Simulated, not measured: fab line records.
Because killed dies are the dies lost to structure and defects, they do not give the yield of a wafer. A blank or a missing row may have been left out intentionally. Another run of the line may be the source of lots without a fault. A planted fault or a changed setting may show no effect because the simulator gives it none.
The tool behind it: which one? -- flow nand harc -- 15 lots, 43 wafers sampled, at 4 steps of a route of 1159

WHAT THE GAUGES READ, wafer by wafer
NHARC_A_ONON_D1_THK_MEAS_27: measures by ellipsometry. Usual: thk nm 995 nm, standard deviation 8.9.
lot,measured,on,thk nm (nm),flag
L791,day 8 01:49,film metro-02,1004 1002 1004,
L792,day 8 01:47,film metro-02,990 989 988,
L794,day 8 18:50,film metro-01,993 996 996,
L796,day 9 09:14,film metro-02,989 990 989,
L797,day 9 09:35,film metro-02,1008 1010,
L798,day 9 19:04,film metro-02,1001 999,
L806,day 12 01:00,film metro-01,976 975 974,
L805,day 12 01:02,film metro-02,985 987 988,
L807,day 12 11:27,film metro-01,999 998 1000,
L810,day 12 11:28,film metro-02,993 992 992,
L809,day 12 11:49,film metro-02,998 997 996,
L812,day 13 00:55,film metro-02,990 992 991,
L811,day 13 00:56,film metro-02,1002 1004 1005,
L813,day 13 09:32,film metro-01,1006 1006 1006,
L814,day 13 20:20,film metro-02,998 999 998,

NHARC_A_ONON_D1_THK_MEAS_30: measures by ellipsometry. Usual: thk nm 998 nm, standard deviation 7.3.
lot,measured,on,thk nm (nm),flag
L791,day 8 02:23,film metro-02,1018 1017 1018,
L792,day 8 02:22,film metro-01,994 994 995,
L794,day 8 19:23,film metro-02,1003 1000 1003,
L796,day 9 09:56,film metro-02,694 693 1005,OFF
L797,day 9 10:17,film metro-01,1000 689,OFF
L798,day 9 19:38,film metro-02,993 680,OFF
L806,day 12 01:42,film metro-02,997 995 995,
L805,day 12 01:44,film metro-01,989 987 987,
L807,day 12 12:10,film metro-02,988 990 990,
L810,day 12 12:19,film metro-02,1000 999 998,
L809,day 12 12:31,film metro-02,991 993 992,
L812,day 13 01:29,film metro-02,999 996 997,
L811,day 13 01:31,film metro-01,987 988 989,
L813,day 13 10:06,film metro-01,996 996 996,
L814,day 13 20:54,film metro-02,997 998 997,

WHAT TOOL EACH LOT RAN ON (gives the tool, then ch and the chambers of the sampled wafers, and finally the start)
lot,NHARC_P_BONDPAD_PVD_27,NHARC_A_ONON_D1_DEP_28
L791,"pvd sputter-01, day 8 01:49 or earlier","pecvd onon-01 ch 0, day 8 01:55"
L792,"pvd sputter-03, day 8 01:47 or earlier","pecvd onon-04 ch 0, day 8 01:58"
L794,"pvd sputter-02, day 8 18:50 or earlier","pecvd onon-01 ch 0, day 8 18:53"
L796,"pvd sputter-01, day 9 09:14 or earlier","pecvd onon-04 ch 0, day 9 09:29"
L797,"pvd sputter-02, day 9 09:35 or earlier","pecvd onon-04 ch 0, day 9 09:57"
L798,"pvd sputter-01, day 9 19:04 or earlier","pecvd onon-04 ch 0, day 9 19:18"
L806,"pvd sputter-01, day 12 01:00 or earlier","pecvd onon-01 ch 0, day 12 01:19"
L805,"pvd sputter-02, day 12 01:02 or earlier","pecvd onon-04 ch 0, day 12 01:13"
L807,"pvd sputter-01, day 12 11:27 or earlier","pecvd onon-01 ch 0, day 12 11:43"
L810,"pvd sputter-01, day 12 11:28 or earlier","pecvd onon-04 ch 0, day 12 11:49"
L809,"pvd sputter-02, day 12 11:49 or earlier","pecvd onon-01 ch 0, day 12 12:00"
L812,"pvd sputter-01, day 13 00:55 or earlier","pecvd onon-04 ch 0, day 13 01:02"
L811,"pvd sputter-01, day 13 00:56 or earlier","pecvd onon-03 ch 0, day 13 00:59"
L813,"pvd sputter-01, day 13 09:32 or earlier","pecvd onon-01 ch 0, day 13 09:39"
L814,"pvd sputter-03, day 13 20:20 or earlier","pecvd onon-04 ch 0, day 13 20:23"
- NHARC_P_BONDPAD_PVD_27: deposits Cu, target thk 30 nm, time 20.49 s.
- NHARC_A_ONON_D1_DEP_28: target thk 1000 nm.

WHAT THE TOOLS THEMSELVES READ (means of the sampled wafers that have a number; where no wafer has one, the mark that the record gives instead)
NHARC_P_BONDPAD_PVD_27. Usual: throttle valve pct 29.4 %, standard deviation 0.71.
lot,tool,throttle valve pct (%),flag
L791,pvd sputter-01,30.1,
L792,pvd sputter-03,29.5,
L794,pvd sputter-02,29.3,
L796,pvd sputter-01,29.7,
L797,pvd sputter-02,29.4,
L798,pvd sputter-01,29.4,
L806,pvd sputter-01,29.2,
L805,pvd sputter-02,28.8,
L807,pvd sputter-01,29.7,
L810,pvd sputter-01,29.3,
L809,pvd sputter-02,29.3,
L812,pvd sputter-01,30.0,
L811,pvd sputter-01,29.6,
L813,pvd sputter-01,29.3,
L814,pvd sputter-03,29.6,

THE ANSWER, worked out from the rows above alone
Rule: take the mean of a lot's wafers that have a number; if it is more than 3 standard deviations from the usual mean, the lot is off. A lot without any number at a reading at which 4 lots or more have one is off too. All remaining lots with rows at the step are treated as sound. The gauges are gone through in route order, then the tools' own readings, and for those a lot's mean is taken as printed above. The first step at which some lot is off is used, and at that step the reading that is off furthest; a lot without a number counts as furthest.
Off: L796, L797, L798 (NHARC_A_ONON_D1_THK_MEAS_30, thk nm).
If a tool, at a process step before that reading, ran all the lots that are off and no sound lot after the first of them, it fits. The gauges at NHARC_A_ONON_D1_THK_MEAS_30 are tried like those tools. NHARC_P_BONDPAD_PVD_27 gives no start for some lots, so the hours and the order of its lots are those of NHARC_A_ONON_D1_THK_MEAS_27. Not one of the candidates tried fits.

WHAT THE SIMULATOR HAD INSERTED
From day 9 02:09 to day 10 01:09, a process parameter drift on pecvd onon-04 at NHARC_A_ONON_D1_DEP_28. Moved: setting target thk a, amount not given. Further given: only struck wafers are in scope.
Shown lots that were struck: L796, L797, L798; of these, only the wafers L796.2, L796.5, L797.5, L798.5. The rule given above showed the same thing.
